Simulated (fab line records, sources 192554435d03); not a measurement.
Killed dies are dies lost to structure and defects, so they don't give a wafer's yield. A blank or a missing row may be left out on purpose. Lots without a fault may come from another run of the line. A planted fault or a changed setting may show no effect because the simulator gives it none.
A struck lot beside a sound one | flow n5_finfet | 37 steps out of a route of 1938
Sound: wafers L395.1, L395.2, L395.5. Struck: wafers L385.1, L385.2, L385.4. The cause comes at the end.
At each step with rows: each side's tool, then ch and its chambers, then its first start. Under that, the readings that differ: sound wafers | struck wafers | difference of the means | sigmas: that difference in standard deviations of wafers without a fault.
alike: readings whose means differ by less than 2 such deviations, and words and numbers that are the same on both sides. not compared: withheld readings, readings that some wafer has no value for, bounds like >300 that may hide the same value, and numbers for which the record gives no deviation and whose values overlap.
The two part at a step that has a row with sigmas, a row that says differs or no value, or rows on one side only. Numbers that don't overlap but have no deviation are shown without sigmas and don't part them. A reading that every wafer of one side lacks parts them only if that side has two wafers or more.

first, 9 steps without rows for these wafers: N5_SDB_COAT_04 (time 60 s, resist thk 18 nm); N5_SDB_COAT_05 (resist thk 90 nm); N5_SDB_EBR_07; N5_SDB_SOFTBAKE_06 (time 60 s); N5_SDB_EXPOSE_08 (exposes mask SDB); N5_SDB_PEB_09 (peb time 60 s); N5_SDB_DEVELOP_10 (develop time 30 s); N5_SDB_DESCUM_16 (chemistry O2, time 7.9 s); N5_SDB_ETCH_17 (etches SiARC in CF4, target depth 23.4 nm, time 39 s).
N5_SDB_ETCH_18: etches SOC in N2/H2, target depth 100 nm, overetch 20 nm, time 150 s.
  sound on rie_diel-05 ch 2,3, day 9 08:05; struck on rie_diel-02 ch 0,1,3, day 6 19:36
  alike: drypump_motor_current_A, oes_product_au, rf_fwd_power_W, rf_vpp_V, showerhead_plenum_p_Torr, temp_c, throttle_valve_pct
  not compared: rf_hours_counter_h
then, 26 steps without rows for these wafers: N5_SDB_STRIP_19 (strips in N2/H2); N5_SDB_STRIP_21 (strips in CF4); N5_SDB_HM_OPEN_20 (chemistry CH3F/O2, target SiNx, stops on poly-Si, target depth 24 nm); N5_SDB_STRIP_22 (strips in N2/H2); N5_SDB_PRECLEAN_23 (cleans in dHF, time 30 s); N5_SDB_DUMMY_REMOVE_24 (chemistry TMAH, target poly-Si, stops on SiO2, target depth 142 nm, time 57 s, rinse time 30 s); N5_SDB_ETCH_25 (etches SiO2 in C4F6/O2, target depth 10 nm, time 3.3 s); N5_SDB_CUT_ETCH_26 (etches Si in HBr/Cl2/O2, target depth 129.6 nm, bt time 20 s, time 51.8 s); N5_SDB_PRECLEAN_38 (cleans in dHF, time 10 s); N5_SDB_PRECLEAN_39 (cleans in O3/DIW, time 45 s); N5_SDB_SRD_28 (time 30 s); N5_SDB_ALD_29 (deposits SiNx, target thk 30 nm, pulse time 1 s, ald cycles 600); N5_SDB_CMP_30 (polishes, stops on poly-Si, t overpolish 1.54 s, target thk 30 nm); N5_DUMMY_REMOVAL_HM_STRIP_01 (strips SiNx in CH3F/O2, stops on poly-Si, target depth 4 nm, time 6.8 s); N5_DUMMY_REMOVAL_STRIP_10 (strips in N2/H2, time 40 s); N5_DUMMY_REMOVAL_PRECLEAN_07 (cleans in dHF, time 30 s); N5_DUMMY_REMOVAL_DUMMY_REMOVE_02 (chemistry TMAH, target poly-Si, stops on SiO2, target depth 142 nm, time 57 s, rinse time 30 s); N5_DUMMY_REMOVAL_PRECLEAN_08 (cleans in NF3:NH3, afs cycles 2, time 20 s, sublimation time 60 s); N5_DUMMY_REMOVAL_PRECLEAN_04 (cleans in DHF, time 37 s); N5_DUMMY_REMOVAL_SRD_05 (time 30 s); N5_HKMG_FIN_IL_REGROW_00 (material SiO2, chemistry O3, target thk 0.75 nm, time 30 s); N5_HKMG_FIN_HK_ALD_01 (deposits HfO2, target thk 1.6 nm, pulse time 3 s, purge time 3 s); N5_HKMG_FIN_HK_ANNEAL_02 (time 30 s); N5_HKMG_FIN_ALD_74 (deposits La2O3, target thk 0.5 nm, pulse time 6 s, co reactant pulse time 1 s); N5_HKMG_FIN_ALD_75 (deposits Al2O3, target thk 1 nm, co reactant pulse time 1 s); N5_HKMG_FIN_COAT_41 (time 60 s, resist thk 300 nm).
-- the record jumps here: 12 days lie between the struck wafers' starts before and after (it left off in module HKMG_FIN and takes up again in module PASSIVATION, whose first step shown is number 1936 of the route) --
N5_PASSIVATION_PROBE_49:
  the record has rows for the struck wafers here (prober-01, day 19 06:28) and none for the sound ones

WHERE THEY PART
Only at N5_PASSIVATION_PROBE_49, within this record.

WHY: what the simulator had put in
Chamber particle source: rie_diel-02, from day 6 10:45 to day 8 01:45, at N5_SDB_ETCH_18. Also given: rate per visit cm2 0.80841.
